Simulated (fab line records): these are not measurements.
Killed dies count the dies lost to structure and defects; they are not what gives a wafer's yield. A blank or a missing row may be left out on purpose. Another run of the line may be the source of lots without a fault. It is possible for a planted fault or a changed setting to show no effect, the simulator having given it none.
The same fault as seen by 3 desks    flow n5Finfet    each desk holds nothing but its own numbers, with what lay behind them at the end

== FOR THE TOOL OWNER'S DESK: rieDiel-03 ==
The tool's own readings at N5_BEOL_M3_ETCH_70 (etches SOC in N2/H2, target depth 80 nm, overetch 16 nm, time 120 s): means of the sampled wafers that have a number, for each lot that ran on this tool. Marked OUT: a lot whose mean sits more than 4 standard deviations from the usual mean, which makes it out of limits; the brackets give that distance.
Columns: A = drypumpMotorCurrentA at N5_BEOL_M3_ETCH_70, usual 5.8 A; B = oesProductAu at N5_BEOL_M3_ETCH_70, usual 0.62 a.u.; C = rfFwdPowerW at N5_BEOL_M3_ETCH_70, usual 835.1 W; D = rfVppV at N5_BEOL_M3_ETCH_70, usual 524.2 V; E = showerheadPlenumPTorr at N5_BEOL_M3_ETCH_70, usual 2.55 Torr; F = throttleValvePct at N5_BEOL_M3_ETCH_70, usual 17.84 %
lot   first seen here  A    B     C      D      E     F
L254  day 7 15:20      5.8  0.63  834.1  522.0  2.47  17.93
L255  day 7 23:59      5.7  0.60  834.0  522.7  2.48  17.97
L260  day 9 05:13      5.9  0.57  835.6  527.4  2.65  18.19
L265  day 10 13:42     5.3  0.64  834.0  522.2  2.48  17.91
L267  day 10 22:24     5.8  0.68  835.7  522.8  2.50  17.73
L276  day 13 05:08     5.8  0.59  833.5  525.3  2.59  18.07
Finding of this desk: none of the 6 lots has anything out of limits.

== THE DEFECT DESK ==
Per lot, the means of the sampled wafers with a number show what the inspections along the route counted. Marked OUT: a lot whose mean sits more than 4 standard deviations from the usual mean, which makes it out of limits; the brackets give that distance.
Columns: A = rawDefectCount at N5_BEOL_M3_INSPECT_30, usual 410
lot   first seen here  A
L254  day 7 13:01      451
L255  day 7 17:57      378
L260  day 8 23:54      288
L265  day 10 08:06     359
L267  day 10 18:50     370
L275  day 12 10:14     361
L276  day 13 01:01     422
Finding of this desk: none of the 7 lots has anything out of limits.

== AT THE METROLOGY DESK ==
Lot by lot, what the gauges showed, no matter which tool ran the lot: averages of those sampled wafers that carry a number. Marked OUT: a lot whose mean sits more than 4 standard deviations from the usual mean, which makes it out of limits; the brackets give that distance. Only the readings that lie furthest out on some lot appear, 7 of the 12 it has.
Columns: A = cdNm at N5_BEOL_M3_CD_MEAS_28, usual 25.74 nm; B = V2_OVL at N5_BEOL_M3_OVL_MEAS_29, usual -0.2 nm; C = DIBL_N at N5_BEOL_M4_RC_MEAS_101, usual 36.3 mV/V; D = IOFF_P at N5_BEOL_M4_RC_MEAS_101, usual 0.209 nA/um; E = ION_P at N5_BEOL_M4_RC_MEAS_101, usual 462 uA/um; F = VT_N at N5_BEOL_M4_RC_MEAS_101, usual 249.1 mV; G = VT_P at N5_BEOL_M4_RC_MEAS_101, usual -249.9 mV
lot   first seen here  A      B     C     D      E    F      G
L254  day 7 12:56      25.86  -0.6  37.5  0.235  468  246.3  -247.7
L255  day 7 17:52      25.54  -0.4  37.0  0.218  464  251.0  -248.3
L260  day 8 23:49      25.36  -0.3  34.7  0.175  456  249.7  -254.4
L265  day 10 08:01     25.45  0.6   36.0  0.226  464  251.4  -245.3
L267  day 10 18:45     25.76  0.3   36.5  0.197  457  245.4  -253.6
L275  day 12 10:09     25.62  -0.5  35.9  0.216  459  247.6  -248.4
L276  day 13 00:55     25.50  0.4   35.7  0.183  460  251.5  -251.1
Finding of this desk: none of the 7 lots has anything out of limits.

== PUT TOGETHER ==
Nothing out of limits was seen by the tool owner's desk.
Nothing the defect desk looked at was out of limits.
Nothing out of limits was seen by the metrology desk.

== WHAT WAS PUT IN BY THE SIMULATOR ==
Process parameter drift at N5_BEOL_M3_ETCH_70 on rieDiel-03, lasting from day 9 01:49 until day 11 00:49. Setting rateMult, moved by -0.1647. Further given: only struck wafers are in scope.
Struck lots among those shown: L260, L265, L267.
